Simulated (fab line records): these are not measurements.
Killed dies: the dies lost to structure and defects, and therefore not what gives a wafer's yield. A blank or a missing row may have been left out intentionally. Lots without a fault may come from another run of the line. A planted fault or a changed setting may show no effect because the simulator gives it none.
Struck lot and sound lot, side by side :: flow nand harc :: 22 steps out of a route of 1159
Sound: wafers L961.2, L961.3, L961.4. Struck: wafers L966.2, L966.3, L966.5. At the end, the cause is stated.
At each step with rows: each side's tool, then ch and its chambers, then its first start. Under that, the readings that differ: sound wafers :: struck wafers :: difference of the means :: sigmas: that difference in standard deviations of wafers without a fault.
alike: readings whose means differ by less than 2 such deviations, and words and numbers that are the same on both sides. not compared: withheld readings, readings that some wafer has no value for, bounds like >300 that may hide the same value, and numbers for which the record gives no deviation and whose values overlap.
The two part at a step that has a row with sigmas, a row that says differs or no value, or rows on one side only. Numbers that don't overlap but have no deviation are shown without sigmas and don't part them. Lack of a reading on every wafer of one side parts them only where that side has two or more wafers.

NHARC_P_CONTACT_CVD_23: deposits W, target thk 200 nm, time 557 s.
  sound on cvd w-01 ch 0,1; struck on cvd w-02 ch 0,1
  alike: chamber pressure Torr, heater power outer w, heater power w, mfc h2 sccm, mfc wf6 sccm, throttle valve pct
NHARC_P_CONTACT_CMP_24: polishes, t overpolish 30 s, target thk 200 nm.
  sound on cmp-02 ch 1,2,3, day 8 10:54; struck on cmp-02 ch 1,3, day 9 17:27
  alike: motor current A, overpolish run s, slurry filter dp kPa, time to endpoint s
then, 1 step without rows for these wafers: NHARC_P_CONTACT_SRD_26.
NHARC_P_CONTACT_INSPECT_27:
  sound on defect inspect-02, day 8 11:18; struck on defect inspect-01, day 9 17:49
  alike: raw defect count
then, 7 steps without rows for these wafers: NHARC_P_M0_DEP_00 (deposits SiOC, target thk 150 nm); NHARC_P_M0_DEHYDRATE_01 (time 120 s); NHARC_P_M0_HMDS_02 (time 30 s); NHARC_P_M0_COAT_33 (time 65 s); NHARC_P_M0_COAT_03 (resist thk 90 nm); NHARC_P_M0_SOFTBAKE_04 (time 55 s); NHARC_P_M0_EBR_05.
NHARC_P_M0_EXPOSE_06: exposes mask P M0, target cd 90 nm.
  sound on arfi scanner-02 ch 0, day 8 12:04; struck on arfi scanner-02 ch 0, day 9 18:35
reading: exposure dose mJ cm2
sound: 81.29 81.07 81.23
struck: 83.69 83.68 83.71
difference: +2.50
sigmas: +32
  alike: mask, focus offset nm
then, 2 steps without rows for these wafers: NHARC_P_M0_PEB_07 (peb time 65 s); NHARC_P_M0_DEVELOP_08 (develop time 35 s).
NHARC_P_M0_CD_MEAS_09: the cd target is 90 nm.
  sound on cd sem-03 ch 0, day 8 12:12; struck on cd sem-03 ch 0, day 9 18:44
reading: cd nm (nm)
sound: 90.2 89.8 90.2
struck: 92.0 91.7 91.7
difference: +1.7
sigmas: +4
NHARC_P_M0_OVL_MEAS_10: pitch 180 nm.
  sound on overlay-01, day 8 12:17; struck on overlay-01, day 9 18:49
  alike: overlay x nm, overlay y nm
NHARC_P_M0_INSPECT_11:
  sound on defect inspect-02, day 8 12:20; struck on defect inspect-02, day 9 18:51
  alike: raw defect count
NHARC_P_M0_DESCUM_14: chemistry O2, time 3 s.
  sound on rie diel-05 ch 0,1,3, day 8 12:23; struck on rie diel-10 ch 0,1,3, day 9 18:55
reading: model.P_M0.cd nm (nm)
sound: 90.59 90.51 90.47
struck: 91.35 91.5 92.29
difference: +1.19
sigmas: 
  alike: drypump motor current A, oes product au, rf vpp V, showerhead plenum p Torr, throttle valve pct
  not compared: rf hours counter h
NHARC_P_M0_ETCH_34: etches the open film in N2/H2, target depth 40 nm, overetch 12 nm, time 43.94 s.
  sound on rie diel-05 ch 0,1,2, day 8 12:29; struck on rie diel-10 ch 1,3, day 9 19:00
  alike: drypump motor current A, oes product au, rf vpp V, showerhead plenum p Torr, throttle valve pct
  not compared: rf hours counter h
NHARC_P_M0_ETCH_15: etches the open film in C4F8/Ar, target depth 150 nm, overetch 15 nm, time 82.5 s.
  sound on rie diel-05 ch 0,2,3; struck on rie diel-10 ch 0,2,3
reading: model.P_M0.cd nm (nm)
sound: 90.32 90.38 90.39
struck: 91.56 91.64 92.36
difference: +1.49
sigmas: 
  alike: oes product au, rf vpp V
  not compared: rf hours counter h
NHARC_P_M0_CD_MEAS_16:
  sound on cd sem-01, day 8 12:41; struck on cd sem-02, day 9 19:13
reading: cd nm (nm)
sound: 90.3 90.2 90.7
struck: 91.5 91.6 92.5
difference: +1.5
sigmas: +2
NHARC_END_SORT_01:
  the record has rows for the sound wafers here (prober-02 ch 0, day 22 01:15) and none for the struck ones

## WHERE THEY PART
Last at NHARC_END_SORT_01 as far as this record goes, first at NHARC_P_M0_EXPOSE_06.

WHY: whatever the simulator had introduced
Drift in process parameters on arfi scanner-02 at NHARC_P_M0_EXPOSE_06, starting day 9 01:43. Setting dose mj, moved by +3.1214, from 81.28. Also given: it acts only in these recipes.
